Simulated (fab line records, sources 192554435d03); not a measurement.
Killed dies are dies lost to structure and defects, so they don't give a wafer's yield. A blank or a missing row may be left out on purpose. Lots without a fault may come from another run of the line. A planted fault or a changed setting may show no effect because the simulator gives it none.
Chamber matching | flow n5_finfet | N5_BEOL_M8_ETCH_72 on rie_diel-01: 3 sister chambers
The step etches underlayer in N2/H2, target depth 6.5 nm, time 5.2 s. 14 wafers are shown with their chamber, then 5 later ones without.

WAFERS WITH THEIR CHAMBER
wafer  | chamber | showerhead_plenum_p_Torr (Torr) | drypump_motor_current_A (A) | throttle_valve_pct (%)
L077.4 | 1       | 2.48                            | 6.5                         | 17.65
L077.5 | 2       | 2.61                            | 5.4                         | 18.03
L077.6 | 1       | 2.48                            | 6.5                         | 17.68
L080.2 | 2       | 2.61                            | 5.4                         | 18.03
L080.4 | 0       | 2.42                            | 6.2                         | 17.92
L080.5 | 1       | 2.48                            | 6.4                         | 17.66
L082.1 | 0       | 2.42                            | 6.2                         | 17.88
L082.3 | 2       | 2.61                            | 5.4                         | 18.02
L082.4 | 1       | 2.48                            | 6.5                         | 17.67
L083.2 | 0       | 2.41                            | 6.3                         | 17.91
L083.3 | 2       | 2.61                            | 5.4                         | 18.02
L083.6 | 0       | 2.42                            | 6.2                         | 17.90
L085.1 | 1       | 2.48                            | 6.4                         | 17.74
L085.4 | 0       | 2.41                            | 6.2                         | 17.94

SIGNATURES (means of the wafers above)
reading                  | chamber 0 | chamber 1 | chamber 2 | scatter within a chamber
showerhead_plenum_p_Torr | 2.4160    | 2.4800    | 2.6100    | 0.0033
drypump_motor_current_A  | 6.220     | 6.460     | 5.400     | 0.0426
throttle_valve_pct       | 17.9100   | 17.6800   | 18.0250   | 0.0254
Rule: a wafer's distance from a chamber is the root of the sum, over the readings, of the square of ((its reading less the chamber's mean) divided by the reading's scatter). The wafer belongs to the nearest chamber; if the next one is less than 2 further off, it can't be placed. The scatter: the root of (the sum of the squares of (reading less its chamber's mean) over the shown wafers, divided by (wafers less chambers)).

WAFERS WITHOUT THEIR CHAMBER
wafer  | showerhead_plenum_p_Torr (Torr) | drypump_motor_current_A (A) | throttle_valve_pct (%)
L085.6 | 2.48                            | 6.5                         | 17.69
L086.2 | 2.48                            | 6.4                         | 17.71
L086.4 | 2.41                            | 6.2                         | 17.94
L094.1 | 2.47                            | 6.5                         | 17.71
L094.3 | 2.60                            | 5.4                         | 17.72

WHICH CHAMBER EACH WENT THROUGH
wafer  | from the rows above | in truth
L085.6 | 1                   | 1
L086.2 | 1                   | 1
L086.4 | 0                   | 0
L094.1 | 1                   | 1
L094.3 | 2                   | 2
Placed correctly: 5 of 5. Can't be placed from these rows: 0. Placed wrongly: 0.
